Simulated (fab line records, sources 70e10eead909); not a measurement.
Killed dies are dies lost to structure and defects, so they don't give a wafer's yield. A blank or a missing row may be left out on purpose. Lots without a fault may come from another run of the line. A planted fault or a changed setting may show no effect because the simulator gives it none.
fab line records | flow nand_harc
record lots=14 wafers=42 last_day=33
route steps=1302 shown P_GATE@157 P_CONTACT@237
lots that met no fault: from a run of the same line without faults
start_h: hours from the record's first day to the start of the lot's first wafer shown | wait_h: hours since the lot's step before | " the same as in the row above | L1.1+2: a row that stands for several wafers | - no value, or no start given | * or withheld: withheld | < > ~ a bound
route shown NAME@n: a module of which the file shows steps, and the number in the route of the first | usual: mean/standard deviation of fault-free wafers | same: alike in all rows | chamber/n: place in a boat | sites: the reading at each site | _std_site: their standard deviation | _edge_site: outer sites' mean less inner sites' | radius_mm: how far each site lies from the wafer's centre | mask NAME#n: copy n | behind: the tool/chamber that last shaped the wafer | hold: why the lot was held/for how many hours/how that ended | device: the transistor (n, p or np) that didn't switch | end of line: the same wafers' tests at the end of the route | a step without rows: its recipe alone | killed: dies lost to structure and defects at the first sort, not the wafer's yield | map: a wafer's dies, x killed, . not, _ none there
set.NAME: the setting as run; set.NAME@STEP: as run at that earlier step | model.NAME: the simulator's own value behind a step, which no gauge read
steps of the route over a sample of lots; a table a step, a row a wafer
services: from which hour (start_h, from the record's first day; less than 0 if before it) a tool's chamber was out of use, for how many hours, and why
## steps
# step NHARC_P_GATE_STRIP_101
# recipe time_s=20 o2_flow_sccm=500 ar_flow_sccm=0 bias_w=0 chemistry=O2
# usual drypump_motor_current_A=5.6/0.42 oes_product_au=1.003/0.011 rf_vpp_V=57.8/0.9 showerhead_plenum_p_Torr=3.51/0.17 throttle_valve_pct=17.036/0.0096
# same bias_w=0
# columns lot.wafer tool chamber start_h wait_h drypump_motor_current_A oes_product_au rf_hours_counter_h rf_vpp_V showerhead_plenum_p_Torr throttle_valve_pct
L249.2 rie_diel-02 2 104.80 0.1 6.2 0.988 2.5 58.0 3.62 17.031
L249.5 " 1 " " 5.5 1.002 - 58.0 3.39 17.026
L249.6 " 2 " " 6.2 0.988 - 58.2 3.62 17.052
L250.2 rie_diel-07 3 116.64 0.1 5.7 1.001 11.7 59.8 3.71 17.036
L250.5 " 2 " " 4.9 1.001 - 55.8 3.41 17.043
L250.6 " 3 " " 5.7 1.003 - 58.2 3.71 17.038
L252.1 rie_diel-03 1 143.48 0.1 5.8 0.998 1.3 57.9 3.76 17.040
L252.3 " 2 " " 5.5 0.999 1.3 57.3 3.53 17.017
L252.5 " 1 " " 5.8 1.006 - 60.0 3.76 17.023
L255.3 rie_diel-02 2 173.59 0.1 6.2 0.993 7.0 58.0 3.61 17.023
L255.6 " 3 " " 5.9 1.016 - 56.6 3.33 17.050
L255.5 " 0 " " 5.1 1.010 - 57.3 3.33 17.034
L258.3 rie_diel-02 1 193.97 0.1 5.5 0.993 8.6 58.1 3.39 17.039
L258.2 " 2 " " 6.2 0.986 7.5 57.2 3.61 17.037
L258.6 " 0 " " 5.1 1.010 - 57.0 3.32 17.031
L257.1 rie_diel-02 0 194.55 0.1 5.1 0.996 4.6 57.6 3.32 17.032
L257.2 " 2 " " 6.2 0.987 7.5 57.9 3.61 17.029
L257.4 " 3 " " 5.9 1.019 7.6 57.5 3.33 17.041
L260.3 rie_diel-03 2 223.50 0.1 5.5 0.990 5.8 57.7 3.53 17.042
L260.1 " 0 " " 5.7 0.989 5.5 58.8 3.40 17.039
L260.6 " 2 " " 5.5 0.991 - 58.3 3.53 17.041
L265.4 rie_diel-02 3 268.54 0.1 5.8 1.017 2.7 56.6 3.33 17.048
L265.1 " 1 " " 5.5 0.991 3.4 56.2 3.39 17.044
L265.6 " 3 " " 5.9 1.009 - 57.5 3.33 17.030
L266.2 rie_diel-07 3 279.56 0.1 5.7 0.996 10.4 57.9 3.70 17.032
L266.3 " 0 " " 4.9 1.003 11.7 58.7 3.56 17.034
L266.6 " 3 " " 5.7 0.999 - 57.6 3.70 17.040
L267.2 rie_diel-02 0 284.21 0.1 5.1 0.993 3.8 57.0 3.32 17.053
L267.4 " 1 " " 5.5 0.996 3.8 59.0 3.39 17.036
L267.5 " 3 " " 5.9 1.007 - 58.6 3.33 17.012
L268.4 rie_diel-02 3 304.07 0.1 5.8 1.016 4.6 59.4 3.33 17.035
L268.5 " 2 " " 6.2 0.996 - 59.0 3.61 17.051
L268.6 " 3 " " 5.8 1.021 - 58.1 3.33 17.043
L269.1 rie_diel-07 2 310.47 0.1 4.9 0.995 0.1 59.5 3.40 17.036
L269.4 " 1 " " 5.2 1.005 - 57.6 3.78 17.047
L269.6 " 2 " " 4.9 0.996 - 58.1 3.40 17.030
L270.3 rie_diel-02 2 325.18 0.1 6.2 1.000 5.4 58.2 3.61 17.034
L270.1 " 1 " " 5.5 1.000 6.8 58.2 3.39 17.031
L270.6 " 2 " " 6.2 0.988 - 57.7 3.61 17.034
L271.4 rie_diel-03 2 327.41 0.1 5.5 0.990 2.4 58.6 3.52 17.026
L271.1 " 1 " " 5.8 1.004 2.1 57.6 3.76 17.042
L271.6 " 2 " " 5.5 0.999 - 58.0 3.52 17.026
# step NHARC_P_GATE_RTA_64
# recipe temp_c=1050 time_s=1
# usual anneal_temp_c_max=1055.3/0.89 lamp_power_pct=35/5.7 wafer_temp_C_max=1055.6/1.1
# columns lot.wafer tool chamber start_h wait_h anneal_temp_c_max lamp_power_pct wafer_temp_C_max
L249.2 rtp_anneal-01 0 110.96 - 1055.4 30 1054.2
L249.5 " 0 " " 1056.6 30 1056.8
L249.6 " 0 " " 1054.6 30 1055.1
L250.2 rtp_anneal-02 0 122.96 - 1055.7 42 1055.0
L250.5 " 0 " " 1055.5 42 1057.0
L250.6 " 0 " " 1057.1 42 1056.6
L252.1 rtp_anneal-01 0 149.74 - 1059.0 30 1054.9
L252.3 " 0 " " 1054.5 30 1054.5
L252.5 " 0 " " 1054.1 30 1054.5
L255.3 rtp_anneal-01 0 179.70 - 1055.0 30 1053.8
L255.5 " 0 " " 1055.2 30 1054.9
L255.6 " 0 " " 1054.8 30 1055.7
L258.2 rtp_anneal-02 0 200.18 - 1054.5 42 1054.3
L258.3 " 0 " " 1055.2 42 1057.1
L258.6 " 0 " " 1054.2 42 1058.5
L257.1 rtp_anneal-01 0 200.75 - 1055.5 30 1055.8
L257.2 " 0 " " 1055.5 30 1057.0
L257.4 " 0 " " 1054.2 30 1056.7
L260.1 rtp_anneal-01 0 229.57 - 1057.1 30 1053.1
L260.3 " 0 " " 1054.7 30 1055.5
L260.6 " 0 " " 1054.5 30 1054.3
L265.1 rtp_anneal-01 0 274.51 - 1054.7 30 1054.5
L265.4 " 0 " " 1054.7 30 1056.3
L265.6 " 0 " " 1055.4 30 1057.1
L266.2 rtp_anneal-02 0 285.70 - 1054.1 42 1056.0
L266.3 " 0 " " 1054.1 42 1057.8
L266.6 " 0 " " 1054.8 42 1055.8
L267.2 rtp_anneal-02 0 290.40 - 1054.2 42 1055.6
L267.4 " 0 " " 1056.5 42 1056.1
L267.5 " 0 " " 1054.9 42 1054.8
L268.4 rtp_anneal-01 0 310.26 - 1054.6 30 1054.9
L268.5 " 0 " " 1055.2 30 1054.5
L268.6 " 0 " " 1054.8 30 1055.5
L269.1 rtp_anneal-01 0 316.70 - 1054.8 30 1056.9
L269.4 " 0 " " 1054.6 30 1055.0
L269.6 " 0 " " 1054.8 30 1056.1
L270.1 rtp_anneal-01 0 331.29 - 1056.4 30 1054.4
L270.3 " 0 " " 1054.6 30 1054.7
L270.6 " 0 " " 1054.3 30 1055.7
L271.1 rtp_anneal-02 0 333.59 - 1055.4 42 1054.8
L271.4 " 0 " " 1054.8 42 1055.6
L271.6 " 0 " " 1055.7 42 1055.7
# step NHARC_P_GATE_RTA_82
# recipe temp_c=450 time_s=30
# usual anneal_temp_c_max=452.3/0.47 lamp_power_pct=4.4/0.65 wafer_temp_C_max=452.3/0.53
# columns lot.wafer tool chamber start_h wait_h anneal_temp_c_max lamp_power_pct wafer_temp_C_max
L249.2 rtp_anneal-02 0 112.03 - 452.2 4.9 452.9
L249.5 " 0 " " 451.8 4.9 452.6
L249.6 " 0 " " 451.7 4.9 452.7
L250.2 rtp_anneal-01 0 124.02 - 452.2 3.6 451.9
L250.5 " 0 " " 452.2 3.6 452.1
L250.6 " 0 " " 451.8 3.6 451.8
L252.1 rtp_anneal-01 0 150.80 - 451.6 3.6 452.2
L252.3 " 0 " " 451.9 3.6 452.2
L252.5 " 0 " " 451.8 3.6 452.5
L255.3 rtp_anneal-01 0 180.76 - 453.0 3.6 451.7
L255.5 " 0 " " 451.8 3.6 453.0
L255.6 " 0 " " 452.9 3.6 452.6
L258.2 rtp_anneal-02 - 201.24 - - - -
L258.3 " - " " - - -
L258.6 " - " " - - -
L257.1 rtp_anneal-01 - 201.81 - - - -
L257.2 " - " " - - -
L257.4 " - " " - - -
L260.1 rtp_anneal-02 0 230.64 - 453.2 4.9 453.3
L260.3 " 0 " " 452.8 4.9 452.7
L260.6 " 0 " " 452.3 4.9 452.4
L265.1 rtp_anneal-01 0 275.59 - 452.1 3.6 452.2
L265.4 " 0 " " 453.0 3.6 452.7
L265.6 " 0 " " 452.0 3.6 453.3
L266.2 rtp_anneal-02 0 286.76 - 452.6 4.9 451.6
L266.3 " 0 " " 452.8 4.9 452.7
L266.6 " 0 " " 452.6 4.9 451.9
L267.2 rtp_anneal-02 0 291.46 - 452.5 4.9 452.8
L267.4 " 0 " " 452.6 4.9 452.9
L267.5 " 0 " " 452.8 4.9 452.6
L268.4 rtp_anneal-02 0 311.32 - 452.6 4.9 452.0
L268.5 " 0 " " 452.6 4.9 452.5
L268.6 " 0 " " 451.7 4.9 452.0
L269.1 rtp_anneal-02 0 317.80 - 453.0 4.9 452.5
L269.4 " 0 " " 452.7 4.9 451.5
L269.6 " 0 " " 452.3 4.9 451.3
L270.1 rtp_anneal-01 0 332.37 - 451.8 3.6 452.5
L270.3 " 0 " " 452.0 3.5 452.3
L270.6 " 0 " " 451.6 3.6 452.1
L271.1 rtp_anneal-02 0 334.65 - 451.9 4.9 452.4
L271.4 " 0 " " 452.2 4.9 452.8
L271.6 " 0 " " 452.1 4.9 452.0
# step NHARC_P_CONTACT_ETCH_36
# recipe target_depth_a=2600 over_etch_frac=0.25 time_s=406.25 ion_energy_ev=200 n2_flow_sccm=150 h2_flow_sccm=150 ar_flow_sccm=0 rf_w=400 bias_w=150 chemistry=N2/H2
# usual bias_w=150.0/0.43 drypump_motor_current_A=5.4/0.45 oes_product_au=1.000/0.01 rf_vpp_V=430.5/2.3 showerhead_plenum_p_Torr=2.04/0.08 throttle_valve_pct=14.173/0.0093
# columns lot.wafer tool chamber start_h wait_h bias_w drypump_motor_current_A oes_product_au rf_hours_counter_h rf_vpp_V showerhead_plenum_p_Torr throttle_valve_pct
L249.2 rie_diel-04 0 - - 149.8 5.6 1.000 2.6 428.3 1.96 14.172
L249.6 " 3 " " 149.6 5.1 1.017 - 434.3 2.15 14.183
L249.5 " 0 " " 150.2 5.6 1.002 - 426.7 1.96 14.169
L250.2 rie_diel-10 1 - - 149.4 4.9 0.998 1.2 427.5 1.93 14.166
L250.6 " 3 " " 150.3 4.8 1.004 - 430.1 2.01 14.176
L250.5 " 0 " " 149.7 5.8 0.990 - 432.6 2.11 14.179
L252.1 rie_diel-10 2 - - 150.1 5.4 0.978 1.8 429.9 2.04 14.164
L252.3 " 0 " " 149.7 5.8 1.005 2.0 432.8 2.11 14.179
L252.5 " 3 " " 149.5 4.8 1.014 - 429.6 2.01 14.184
L255.3 rie_diel-13 1 - - 149.8 5.4 1.001 0.7 427.4 1.94 14.184
L255.6 " 2 " " 149.7 6.2 0.995 - 433.3 2.18 14.190
L255.5 " 3 " " 149.1 5.9 0.986 - 432.7 2.09 14.194
L260.1 rie_diel-13 1 - - 149.2 5.4 1.014 3.8 428.3 1.94 14.178
L260.3 " 3 " " 149.8 5.9 0.986 4.2 430.8 2.08 14.187
L260.6 " 1 " " 149.9 5.4 1.024 - 427.4 1.94 14.172
L265.4 rie_diel-13 0 - - 149.4 5.9 1.010 5.1 429.3 2.01 14.177
L265.1 " 2 " " 150.2 6.3 1.018 6.0 434.9 2.17 14.163
L265.6 " 3 " " 149.7 6.0 0.986 - 431.1 2.08 14.147
L266.2 rie_diel-04 3 - - 150.1 5.1 1.020 2.9 432.7 2.15 14.174
L266.3 " 0 " " 150.1 5.6 1.004 3.1 428.1 1.96 14.186
L266.6 " 0 " " 150.4 5.6 1.010 - 426.6 1.96 14.187
L267.4 rie_diel-10 2 - - 150.0 5.5 0.996 1.1 431.2 2.04 14.165
L267.2 " 0 " " 150.0 5.8 0.991 0.8 432.8 2.10 14.169
L267.5 " 2 " " 150.1 5.4 0.987 - 431.7 2.04 14.152
L268.4 rie_diel-10 1 - - 150.0 4.8 1.000 1.6 426.9 1.93 14.173
L268.5 " 2 " " 150.1 5.4 0.998 - 431.0 2.04 14.164
L268.6 " 3 " " 149.9 4.8 1.010 - 429.9 2.01 14.173
L269.1 rie_diel-10 0 - - 150.3 5.8 0.996 2.0 432.9 2.10 14.171
L269.4 " 2 " " 150.4 5.4 0.994 2.3 429.8 2.04 14.180
L269.6 " 1 " " 149.2 4.9 0.995 - 427.6 1.93 14.161
L270.3 rie_diel-04 0 - - 149.9 5.6 0.989 4.0 427.2 1.96 14.163
L270.1 " 1 " " 149.9 5.0 1.008 3.8 432.9 2.15 14.170
L270.6 " 0 " " 149.4 5.6 0.986 - 429.0 1.96 14.183
L271.1 rie_diel-10 3 - - 149.8 4.8 1.018 2.7 429.5 2.01 14.179
L271.4 " 1 " " 150.0 4.9 0.999 2.5 426.7 1.93 14.168
L271.6 " 2 " " 149.7 5.4 1.002 - 431.0 2.04 14.172
## services
# columns tool chamber start_h hours kind
rie_diel-02 0 97.74 - clean
rie_diel-04 0 102.23 7.1 repair
rie_diel-03 - 104.30 9.0 pm
rie_diel-02 3 106.32 3.7 repair
rie_diel-07 - 117.20 9.0 pm
rie_diel-04 - 119.10 0.2 repair
rie_diel-10 1 120.14 4.9 repair
rie_diel-13 0 128.78 46.4 repair
rie_diel-13 - 165.00 9.0 pm
rie_diel-07 3 175.94 13.5 repair
rie_diel-04 - 177.90 9.0 pm
rie_diel-07 - 187.88 0.4 repair
rie_diel-03 - 194.08 0.6 repair
rie_diel-02 - 216.70 9.0 pm
rie_diel-10 - 242.50 9.0 pm
rie_diel-03 - 254.16 1.2 repair
rie_diel-03 - 269.62 1.0 repair
rie_diel-03 - 281.30 9.0 pm
rie_diel-07 - 294.20 9.0 pm
rie_diel-04 0 296.45 2.3 repair
rie_diel-07 1 304.94 4.0 repair
rie_diel-07 3 308.73 40.5 repair
rie_diel-13 1 318.85 16.9 repair
rie_diel-10 1 331.39 4.3 repair
## key
first_sign step=NHARC_P_GATE_RTA_82 reading=tool_record direction=missing
effect none on later readings
met_at NHARC_P_GATE_RTA_82
struck_lots L257,L258
later_rows_left_out L257.1,L257.2,L257.4,L258.2,L258.3,L258.6
sort_left_out L257.1,L257.2,L257.4,L258.2,L258.3,L258.6
tester_left_out L257,L258
not_acting_at NHARC_P_GATE_STRIP_101,NHARC_P_GATE_RTA_64,NHARC_P_CONTACT_ETCH_36
onset_between 180.76 201.24
fault kind=skipped_step_whole tool=rtp_anneal-01,rtp_anneal-02 chamber=- onset_h=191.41 steps=NHARC_P_GATE_RTA_82 scope=struck_lots_only
# tester_left_out: of these lots the tester's yield and bins aren't shown, on N5 and GAA mostly nor the transistor test; their killed dies are dies lost to structure and defects alone, not to doping, threshold or leakage, so they don't give the yield
# sort_left_out: the simulated sort isn't trusted on such a fault, so these wafers' sort isn't shown, and their yield isn't known
# later_rows_left_out: the simulator's readings of these wafers behind a module that went badly wrong aren't trusted and aren't shown, but for the sort
